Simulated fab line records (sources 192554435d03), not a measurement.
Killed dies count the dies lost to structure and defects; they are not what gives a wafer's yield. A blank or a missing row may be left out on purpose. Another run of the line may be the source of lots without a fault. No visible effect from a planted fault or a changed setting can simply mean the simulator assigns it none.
fab line records	flow n5-finfet
[record] lots = 7	wafers = 21
route steps=1938 shown BEOL_M10@1477 BEOL_M11@1536 BEOL_M12@1602 BEOL_M13@1705 BEOL_M14@1716
start-h: start of the lot's first displayed wafer, in hours after the record's first day	wait-h: hours since the lot's step before	" unchanged from the row above	L1.1+2: a single row standing in for several wafers	- no value, or no start was given	* or withheld: withheld	< > ~ a bound
route shown NAME@n: a module of which the file shows steps, and the number in the route of the first	usual: mean and standard deviation over wafers with no fault	same: alike in all rows	chamber/n: place in a boat	sites: the reading at each site	_std_site: standard deviation across them	_edge_site: outer sites' mean less inner sites'	radius-mm: how far each site lies from the wafer's centre	mask NAME#n: copy n	behind: the last tool/chamber to shape the wafer	hold: reason for holding the lot/hours on hold/outcome of the hold	device: whichever transistor did not switch (one of n, p or np)	end of line: the same wafers' tests at the end of the route	step lacking rows: just its recipe	killed: at the first sort, the dies lost to defects and structure; wafer yield is something else	map: per-die view of a wafer (x killed, . not killed, _ where there is no die)
set.NAME: the run value of the setting; set.NAME@STEP: its run value at that earlier step	model.NAME: the simulator's own value behind a step, which no gauge read
lots run with intentionally changed settings; tables by step, rows by wafer
[[steps]]
[step N5_BEOL_M10_COAT_05]
[recipe] resist = CAR-ArF	spin-rpm = 1500	resist-thk-nm = 90
lot.wafer	tool	chamber	start-h	wait-h	set.spin-rpm	model.CAR-ArF_of_BEOL_M10_COAT_05.thk-nm
L074.1	litho-track-02	0	-	-	1437	91.4
L074.3	"	0	"	"	1437	91.2
L074.4	"	0	"	"	1437	91
L077.1+4	litho-track-02	0	-	-	1500	89.8
L077.2	"	0	"	"	1500	89.6
L080.3	litho-track-04	0	-	-	1500	89.8
L080.4+5	"	0	"	"	1500	90
L085.2	litho-track-04	0	-	-	1500	90.2
L085.3	"	0	"	"	1500	90.4
L085.4	"	0	"	"	1500	90
L092.1+4	litho-track-02	0	-	-	1500	90
L092.2	"	0	"	"	1667	85.4
L093.1	litho-track-04	0	-	-	1500	89.6
L093.3+4	"	0	"	"	1500	89.8
L095.1	litho-track-02	0	-	-	1500	89.6
L095.2	"	0	"	"	1589	87.2
L095.5	"	0	"	"	1589	87
[step N5_BEOL_M10_EBR_07]
[recipe] solvent = PGMEA	ebr-width-mm = 1.5
[step N5_BEOL_M10_SOFTBAKE_06]
[recipe] temp-c = 110	time-s = 60	resist = CAR-ArF
[step N5_BEOL_M10_EXPOSE_08]
[recipe] mask-id = M10	na = 1.35	source-shape = dipole	sigma-inner = 0.411	sigma-outer = 0.611	polarization = te	dose-mj = 53.75
[step N5_BEOL_M10_PEB_09]
[recipe] peb-temp-c = withheld	peb-time-s = 60	resist = CAR-ArF
[step N5_BEOL_M10_DEVELOP_10]
[recipe] develop-time-s = 30	developer = TMAH	resist = CAR-ArF	rinse-liquid = diw	dry = air-spin	dev-temp-c = 23
lot.wafer	tool	chamber	start-h	wait-h	set.spin-rpm@BEOL_M10_COAT_05	model.CAR-ArF_of_BEOL_M10_COAT_05.thk-nm
L074.1+3	litho-track-04	0	-	-	1437	89.6
L074.4	"	0	"	"	1437	89.2
L077.1+2	litho-track-05	0	-	-	1500	88
L077.4	"	0	"	"	1500	88.2
L080.3	litho-track-02	0	-	-	1500	88
L080.4	"	0	"	"	1500	88.4
L080.5	"	0	"	"	1500	88.2
L085.2	litho-track-04	0	-	-	1500	88.6
L085.3	"	0	"	"	1500	88.8
L085.4	"	0	"	"	1500	88.4
L092.1+4	litho-track-04	0	-	-	1500	88.4
L092.2	"	0	"	"	1667	83.6
L093.1+4	litho-track-02	0	-	-	1500	88
L093.3	"	0	"	"	1500	88.2
L095.1	litho-track-04	0	-	-	1500	88
L095.2+5	"	0	"	"	1589	85.4
[step N5_BEOL_M11_ILD_DEP_00]
[recipe] material = SiCOH_lowk	target-thk-a = 3085.1	temp-c = 300	precursor = DEMS/porogen	pressure-torr = 5	rf-w = 500	time-s = 58
lot.wafer	tool	chamber	start-h	wait-h	set.time-s	model.SiCOH_lowk_of_BEOL_M11_ILD_DEP_00.thk-nm
L074.1	pecvd-02	0	237.63	0.0	58	297.4
L074.3	"	0	"	"	65.02	336
L074.4	"	2	"	"	58	305.4
L077.1	pecvd-03	2	253.29	0.0	65.48	350
L077.2	"	1	"	"	65.48	343.8
L077.4	"	1	"	"	58	312.2
L080.3	pecvd-04	0	261.65	0.0	58	307.8
L080.4	"	2	"	"	58	311
L080.5	"	0	"	"	62.98	334
L085.2	pecvd-04	2	302.11	0.0	58	302.4
L085.3	"	1	"	"	58	300
L085.4	"	2	"	"	58	306.8
L092.1	pecvd-03	1	329.42	0.0	61.05	316
L092.2	"	0	"	"	61.05	323.6
L092.4	"	1	"	"	61.05	322.6
L093.1	pecvd-03	2	351.76	0.0	62.68	328.2
L093.3	"	0	"	"	58	304.8
L093.4	"	0	"	"	62.68	337.2
L095.1	pecvd-03	0	352.93	0.0	58	307.8
L095.2	"	1	"	"	58	302.2
L095.5	"	2	"	"	65.8	351.4
[step N5_BEOL_M11_CURE_71]
[recipe] temp-c = 385	time-s = 240	ambient = He/Ar	material = SiCOH_lowk
lot.wafer	tool	chamber	start-h	wait-h	set.time-s@BEOL_M11_ILD_DEP_00	model.SiCOH_lowk_of_BEOL_M11_ILD_DEP_00.thk-nm
L074.1	uv-cure-02	0	237.74	0.1	58	258.2
L074.3	"	0	"	"	65.02	292.2
L074.4	"	0	"	"	58	265.2
L077.1	uv-cure-02	1	253.36	0.0	65.48	304.8
L077.2	"	1	"	"	65.48	299.2
L077.4	"	1	"	"	58	271.4
L080.3	uv-cure-02	0	261.89	0.2	58	267.4
L080.4	"	0	"	"	58	270.2
L080.5	"	0	"	"	62.98	290.6
L085.2	uv-cure-01	0	302.28	0.1	58	262.6
L085.3	"	0	"	"	58	260.6
L085.4	"	0	"	"	58	266.4
L092.1	uv-cure-03	0	329.51	0.1	61.05	274.6
L092.2	"	0	"	"	61.05	281.4
L092.4	"	0	"	"	61.05	280.4
L093.1	uv-cure-03	0	351.83	0.0	62.68	285.4
L093.3	"	0	"	"	58	264.6
L093.4	"	0	"	"	62.68	293.4
L095.1	uv-cure-02	2	353.00	0.0	58	267.4
L095.2	"	2	"	"	58	262.4
L095.5	"	2	"	"	65.8	306
[step N5_BEOL_M11_THK_MEAS_01]
[recipe] reads = SiCOH_lowk_of_BEOL_M11_ILD_DEP_00
[usual] M11_ILD_THK = 268/4.4
lot.wafer	tool	chamber	start-h	wait-h	set.time-s@BEOL_M11_ILD_DEP_00	M11_ILD_THK[nm]
L074.1	film-metro-01	-	238.25	0.4	58	258
L074.3	"	-	"	"	65.02	292
L074.4	"	-	"	"	58	265
L077.1	film-metro-02	-	253.88	0.4	65.48	305
L077.2	"	-	"	"	65.48	299
L077.4	"	-	"	"	58	271
L080.3	film-metro-02	-	262.24	0.3	58	267
L080.4	"	-	"	"	58	270
L080.5	"	-	"	"	62.98	291
L085.2	film-metro-01	-	302.71	0.4	58	263
L085.3	"	-	"	"	58	261
L085.4	"	-	"	"	58	266
L092.1	film-metro-02	-	330.02	0.4	61.05	275
L092.2	"	-	"	"	61.05	282
L092.4	"	-	"	"	61.05	280
L093.1	film-metro-02	-	352.35	0.4	62.68	285
L093.3	"	-	"	"	58	265
L093.4	"	-	"	"	62.68	293
L095.1	film-metro-01	-	353.52	0.4	58	267
L095.2	"	-	"	"	58	262
L095.5	"	-	"	"	65.8	306
[step N5_BEOL_M12_ILD_DEP_00]
[recipe] material = SiOC	target-thk-a = 6589.2	temp-c = 350	precursor = DEMS/O2	pressure-torr = 5	rf-w = 500	time-s = 130.7
lot.wafer	tool	chamber	start-h	wait-h	set.time-s	model.SiOC_of_BEOL_M12_ILD_DEP_00.thk-nm
L074.1	pecvd-03	2	246.81	0.0	130.7	653.2
L074.3	"	1	"	"	130.7	653
L074.4	"	1	"	"	130.7	663.2
L077.1	pecvd-03	0	261.05	0.0	130.7	643.6
L077.2	"	1	"	"	146.2	731.4
L077.4	"	1	"	"	130.7	667.8
L080.3	pecvd-01	1	272.92	0.0	130.7	646.2
L080.4	"	2	"	"	130.7	665.2
L080.5	"	1	"	"	130.7	654.4
L085.2	pecvd-04	1	312.40	0.0	130.7	664.2
L085.3	"	0	"	"	130.7	666.8
L085.4	"	0	"	"	130.7	672
L092.1	pecvd-03	2	339.20	0.0	124.3	623.6
L092.2	"	1	"	"	130.7	646.6
L092.4	"	0	"	"	124.3	638.8
L093.1	pecvd-03	0	361.33	0.0	130.7	656.2
L093.3	"	2	"	"	120.8	609.8
L093.4	"	2	"	"	130.7	665.6
L095.1	pecvd-03	0	361.68	0.0	130.7	648.2
L095.2	"	2	"	"	117.5	590.2
L095.5	"	2	"	"	130.7	661.4
[step N5_BEOL_M12_THK_MEAS_01]
[recipe] reads = SiOC_of_BEOL_M12_ILD_DEP_00
[usual] M12_ILD_THK = 661/9.3
lot.wafer	tool	chamber	start-h	wait-h	set.time-s@BEOL_M12_ILD_DEP_00	M12_ILD_THK[nm]
L074.1	film-metro-01	-	246.94	0.1	130.7	654
L074.3	"	-	"	"	130.7	653
L074.4	"	-	"	"	130.7	663
L077.1	film-metro-01	-	261.18	0.1	130.7	644
L077.2	"	-	"	"	146.2	731
L077.4	"	-	"	"	130.7	668
L080.3	film-metro-02	-	273.05	0.1	130.7	647
L080.4	"	-	"	"	130.7	666
L080.5	"	-	"	"	130.7	654
L085.2	film-metro-01	-	312.53	0.1	130.7	665
L085.3	"	-	"	"	130.7	667
L085.4	"	-	"	"	130.7	672
L092.1	film-metro-02	-	339.33	0.1	124.3	623
L092.2	"	-	"	"	130.7	647
L092.4	"	-	"	"	124.3	639
L093.1	film-metro-02	-	361.46	0.1	130.7	656
L093.3	"	-	"	"	120.8	610
L093.4	"	-	"	"	130.7	665
L095.1	film-metro-02	-	361.81	0.1	130.7	648
L095.2	"	-	"	"	117.5	590
L095.5	"	-	"	"	130.7	661
[step N5_BEOL_M12_COAT_58]
[recipe] resist = BARC	temp-c = 205	time-s = 60	spin-rpm = 1500	resist-thk-nm = 89
[step N5_BEOL_M12_COAT_04]
[recipe] spin-rpm = 1625	resist-thk-nm = 400
[step N5_BEOL_M12_DESCUM_15]
[recipe] chemistry = O2	time-s = 7.9	source-power-w = 50	bias-power-w = 20	pressure-mtorr = 20	rf-frequency-hz = 2.712e+07	temp-c = 40	o2-flow-sccm = 225
[step N5_BEOL_M12_ETCH_59]
[recipe] chemistry = N2/H2	target = BARC	target-depth-a = 890	overetch-a = 267	time-s = 67.9	ion-energy-ev = 200	pressure-mtorr = 30	source-w = 840	bias-w = 150	n2-flow-sccm = 200	h2-flow-sccm = 200
[step N5_BEOL_M12_VIA_ETCH_16]
[recipe] chemistry = C4F8/O2/Ar	target = SiOC	pressure-mtorr = 30	source-w = 3000	bias-w = 700	Ar_flow_sccm = 400	C4F8_flow_sccm = 15	O2_flow_sccm = 8	he-inner-torr = 15	he-outer-torr = 30	target-depth-a = 7248	time-s = withheld	ion-energy-ev = 250	ends = cleared
lot.wafer	tool	chamber	start-h	wait-h	set.time-s@BEOL_M12_ILD_DEP_00	model.etch.depth-nm	model.coat_of_BEOL_M12_COAT_04.thk-nm
L074.1	rie-diel-04	1	247.92	0.0	*	653.3	125.4
L074.3	"	2	"	"	*	653	124.6
L074.4	"	2	"	"	*	663.2	122.2
L077.1	rie-diel-04	3	261.66	0.0	*	643.6	129.4
L077.2	"	2	"	"	*	731.5	100.2
L077.4	"	2	"	"	*	667.7	119.4
L080.3	rie-diel-03	3	273.55	0.0	*	646.2	123.8
L080.4	"	0	"	"	*	665.2	121.8
L080.5	"	2	"	"	*	654.4	123
L085.2	rie-diel-01	1	313.14	0.0	*	664.3	121.2
L085.3	"	3	"	"	*	666.9	121.4
L085.4	"	0	"	"	*	672.1	119
L092.1	rie-diel-01	2	339.87	0.0	*	623.7	131
L092.2	"	0	"	"	*	646.6	123.2
L092.4	"	1	"	"	*	638.7	126
L093.1	rie-diel-01	1	361.94	0.0	*	656.1	122.2
L093.3	"	2	"	"	*	609.8	136.8
L093.4	"	1	"	"	*	665.7	119.2
L095.1	rie-diel-04	3	362.32	0.0	*	648.2	128.6
L095.2	"	2	"	"	*	590.2	143.2
L095.5	"	0	"	"	*	661.5	120.6
[step N5_BEOL_M12_STRIP_63]
[recipe] chemistry = N2/H2	power-w = 1000	temp-c = 250	h2-frac = 0.65	overash-fraction = 0.3	pressure-mtorr = 1000	n2-flow-sccm = 1750	h2-flow-sccm = 3250
[usual] strip-time-to-endpoint-s = 42.2/0.9
lot.wafer	tool	chamber	start-h	wait-h	set.time-s@BEOL_M12_ILD_DEP_00	strip-time-to-endpoint-s
L074.1	plasma-asher-01	1	248.33	-	130.7	43.1
L074.3	"	0	"	"	130.7	42.9
L074.4	"	1	"	"	130.7	42.3
L077.1	plasma-asher-01	1	261.86	-	130.7	44.2
L077.2	"	0	"	"	146.2	36.3
L077.4	"	0	"	"	130.7	41.5
L080.3	plasma-asher-02	1	273.77	-	130.7	42.7
L080.4	"	0	"	"	130.7	42.2
L080.5	"	1	"	"	130.7	42.5
L085.2	plasma-asher-01	1	313.34	-	130.7	42.0
L085.3	"	1	"	"	130.7	42.0
L085.4	"	0	"	"	130.7	41.4
L092.1	plasma-asher-01	1	340.07	-	124.3	44.6
L092.2	"	0	"	"	130.7	42.6
L092.4	"	0	"	"	124.3	43.3
L093.1	plasma-asher-01	1	362.14	-	130.7	42.2
L093.3	"	1	"	"	120.8	46.2
L093.4	"	0	"	"	130.7	41.5
L095.1	plasma-asher-02	0	362.52	-	130.7	44.0
L095.2	"	1	"	"	117.5	47.9
L095.5	"	0	"	"	130.7	41.8
[step N5_BEOL_M13_SPUTTER_43]
[recipe] material = TaN	target-thk-a = 150	temp-c = 50	bias-v = 168.6	power-w = 15000	chamber-pressure-pa = 0.12	time-s = 24.19
lot.wafer	tool	chamber	start-h	wait-h	set.time-s	model.TaN_of_BEOL_M13_SPUTTER_43.thk-nm
L074.1	pvd-sputter-01	-	256.04	0.0	24.19	15
L074.3	"	-	"	"	24.19	14.6
L074.4	"	-	"	"	24.19	15.2
L077.1+2+4	pvd-sputter-03	-	268.95	0.0	24.19	15.2
L080.3	pvd-sputter-02	-	285.88	0.0	24.19	15
L080.4	"	-	"	"	21.53	13.8
L080.5	"	-	"	"	24.19	15.2
L085.2	pvd-sputter-02	-	322.58	0.0	24.19	15
L085.3	"	-	"	"	24.19	14.8
L085.4	"	-	"	"	24.19	15.4
L092.1	pvd-sputter-01	-	357.66	0.0	22.57	14.2
L092.2	"	-	"	"	24.19	15.6
L092.4	"	-	"	"	22.57	14
L093.1+3+4	pvd-sputter-03	-	371.57	0.0	24.19	15
L095.1	pvd-sputter-01	-	372.89	0.0	26.94	16.4
L095.2+5	"	-	"	"	24.19	14.8
[step N5_BEOL_M14_ILD_DEP_00]
[recipe] material = SiO2	target-thk-a = 11193	temp-c = 400	precursor = TEOS/O2	pressure-torr = 6.5	rf-w = 900	teos-flow-sccm = 161.4	gas = O2	flow-sccm = 2650	time-s = 237.4
lot.wafer	tool	chamber	start-h	wait-h	set.time-s	model.SiO2_of_BEOL_M14_ILD_DEP_00.thk-nm
L074.1	pecvd-02	1	257.26	0.0	237.4	1150
L074.3	"	0	"	"	204.2	971
L074.4	"	0	"	"	237.4	1165
L077.1	pecvd-02	0	270.22	0.0	255.2	1189
L077.2	"	2	"	"	237.4	1104
L077.4	"	0	"	"	237.4	1138
L080.3	pecvd-04	1	287.13	0.0	253.5	1197
L080.4	"	1	"	"	237.4	1137
L080.5	"	0	"	"	237.4	1126
L085.2	pecvd-01	2	323.80	0.0	237.4	1105
L085.3	"	1	"	"	237.4	1108
L085.4	"	0	"	"	237.4	1109
L092.1	pecvd-01	2	358.95	0.0	221	1022
L092.2	"	1	"	"	221	1031
L092.4	"	2	"	"	221	1033
L093.1	pecvd-01	0	373.09	0.0	250.5	1175
L093.3	"	2	"	"	237.4	1098
L093.4	"	1	"	"	237.4	1124
L095.1	pecvd-02	1	374.12	0.0	237.4	1118
L095.2	"	0	"	"	237.4	1119
L095.5	"	2	"	"	237.4	1139
[step N5_BEOL_M14_THK_MEAS_01]
[recipe] reads = SiO2_of_BEOL_M14_ILD_DEP_00
[usual] M14_ILD_THK = 1123/16
lot.wafer	tool	chamber	start-h	wait-h	set.time-s@BEOL_M14_ILD_DEP_00	M14_ILD_THK[nm]
L074.1	film-metro-01	-	257.45	0.1	237.4	1150
L074.3	"	-	"	"	204.2	970
L074.4	"	-	"	"	237.4	1165
L077.1	film-metro-02	-	270.41	0.1	255.2	1189
L077.2	"	-	"	"	237.4	1105
L077.4	"	-	"	"	237.4	1137
L080.3	film-metro-01	-	287.32	0.1	253.5	1195
L080.4	"	-	"	"	237.4	1137
L080.5	"	-	"	"	237.4	1127
L085.2	film-metro-01	-	323.99	0.1	237.4	1105
L085.3	"	-	"	"	237.4	1108
L085.4	"	-	"	"	237.4	1109
L092.1	film-metro-01	-	359.14	0.1	221	1021
L092.2	"	-	"	"	221	1031
L092.4	"	-	"	"	221	1034
L093.1	film-metro-01	-	373.28	0.1	250.5	1174
L093.3	"	-	"	"	237.4	1098
L093.4	"	-	"	"	237.4	1124
L095.1	film-metro-01	-	374.31	0.1	237.4	1117
L095.2	"	-	"	"	237.4	1119
L095.5	"	-	"	"	237.4	1139
[step N5_BEOL_M14_COAT_58]
[recipe] resist = BARC	temp-c = 205	time-s = 60	spin-rpm = 1500	resist-thk-nm = 89
[step N5_BEOL_M14_COAT_04]
[recipe] spin-rpm = 1704	resist-thk-nm = 800
[step N5_BEOL_M14_DESCUM_15]
[recipe] chemistry = O2	time-s = 7.9	source-power-w = 50	bias-power-w = 20	pressure-mtorr = 20	rf-frequency-hz = 2.712e+07	temp-c = 40	o2-flow-sccm = 225
[step N5_BEOL_M14_ETCH_59]
[recipe] chemistry = N2/H2	target = BARC	target-depth-a = 890	overetch-a = 267	time-s = 67.9	ion-energy-ev = 200	pressure-mtorr = 30	source-w = 840	bias-w = 150	n2-flow-sccm = 200	h2-flow-sccm = 200
[step N5_BEOL_M14_VIA_ETCH_16]
[recipe] chemistry = C4F8/O2/Ar	target = SiO2	he-inner-torr = 15	he-outer-torr = 30	target-depth-a = 12313	time-s = withheld	ion-energy-ev = 800	pressure-mtorr = 20	source-w = 1905	bias-w = 2040	Ar_flow_sccm = 400	C4F8_flow_sccm = 16	O2_flow_sccm = 12	ends = cleared
lot.wafer	tool	chamber	start-h	wait-h	set.time-s@BEOL_M14_ILD_DEP_00	model.etch.depth-nm	model.coat_of_BEOL_M14_COAT_04.thk-nm
L074.1	rie-diel-04	1	258.56	0.0	*	1150	446
L074.3	"	3	"	"	*	971	496.6
L074.4	"	2	"	"	*	1165	439.6
L077.1	rie-diel-01	3	271.02	0.0	*	1189	430.6
L077.2	"	0	"	"	*	1104	448.8
L077.4	"	2	"	"	*	1138	447
L080.3	rie-diel-01	3	287.85	0.0	*	1197	431.2
L080.4	"	0	"	"	*	1137	440
L080.5	"	1	"	"	*	1126	446.8
L085.2	rie-diel-04	1	324.60	0.0	*	1105	455.4
L085.3	"	2	"	"	*	1108	449.4
L085.4	"	3	"	"	*	1109	459.6
L092.1	rie-diel-04	3	359.62	0.0	*	1022	487.8
L092.2	"	0	"	"	*	1031	484
L092.4	"	1	"	"	*	1033	477.2
L093.1	rie-diel-03	2	373.93	0.1	*	1175	443.2
L093.3	"	3	"	"	*	1098	452.8
L093.4	"	2	"	"	*	1124	454.8
L095.1	rie-diel-03	3	374.96	0.1	*	1118	446.4
L095.2	"	2	"	"	*	1119	456.8
L095.5	"	2	"	"	*	1139	452.4
[[key]]
[split] step = N5_BEOL_M10_COAT_05	setting = spin-rpm	stated = 1500	by = wafer
[response] step = N5_BEOL_M10_COAT_05	reading = model.CAR-ArF_of_BEOL_M10_COAT_05.thk-nm	change = -0.415	per = 1%	r = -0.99
[response] step = N5_BEOL_M10_DEVELOP_10	reading = model.CAR-ArF_of_BEOL_M10_COAT_05.thk-nm	change = -0.433	per = 1%	r = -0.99
[split] step = N5_BEOL_M11_ILD_DEP_00	setting = time-s	stated = 58	by = wafer
[response] step = N5_BEOL_M11_ILD_DEP_00	reading = model.SiCOH_lowk_of_BEOL_M11_ILD_DEP_00.thk-nm	change = +3.05	per = 1%	r = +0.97
[response] step = N5_BEOL_M11_CURE_71	reading = model.SiCOH_lowk_of_BEOL_M11_ILD_DEP_00.thk-nm	change = +2.69	per = 1%	r = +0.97
[response] step = N5_BEOL_M11_THK_MEAS_01	reading = M11_ILD_THK	change = +2.69	per = 1%	r = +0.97
[split] step = N5_BEOL_M12_ILD_DEP_00	setting = time-s	stated = 130.7	by = wafer
[response] step = N5_BEOL_M12_ILD_DEP_00	reading = model.SiOC_of_BEOL_M12_ILD_DEP_00.thk-nm	change = +6.21	per = 1%	r = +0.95
[response] step = N5_BEOL_M12_THK_MEAS_01	reading = M12_ILD_THK	change = +6.19	per = 1%	r = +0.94
[response] step = N5_BEOL_M12_VIA_ETCH_16	reading = model.etch.depth-nm	change = +6.22	per = 1%	r = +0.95
[response] step = N5_BEOL_M12_VIA_ETCH_16	reading = model.coat_of_BEOL_M12_COAT_04.thk-nm	change = -1.92	per = 1%	r = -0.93
[response] step = N5_BEOL_M12_STRIP_63	reading = strip-time-to-endpoint-s	change = *	per = 1%	r = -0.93
[split] step = N5_BEOL_M13_SPUTTER_43	setting = time-s	stated = 24.19	by = wafer
[response] step = N5_BEOL_M13_SPUTTER_43	reading = model.TaN_of_BEOL_M13_SPUTTER_43.thk-nm	change = +0.144	per = 1%	r = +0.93
[split] step = N5_BEOL_M14_ILD_DEP_00	setting = time-s	stated = 237.4	by = wafer
[response] step = N5_BEOL_M14_ILD_DEP_00	reading = model.SiO2_of_BEOL_M14_ILD_DEP_00.thk-nm	change = +11.9	per = 1%	r = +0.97
[response] step = N5_BEOL_M14_THK_MEAS_01	reading = M14_ILD_THK	change = +11.9	per = 1%	r = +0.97
[response] step = N5_BEOL_M14_VIA_ETCH_16	reading = model.etch.depth-nm	change = +11.9	per = 1%	r = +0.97
[response] step = N5_BEOL_M14_VIA_ETCH_16	reading = model.coat_of_BEOL_M14_COAT_04.thk-nm	change = -3.12	per = 1%	r = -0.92
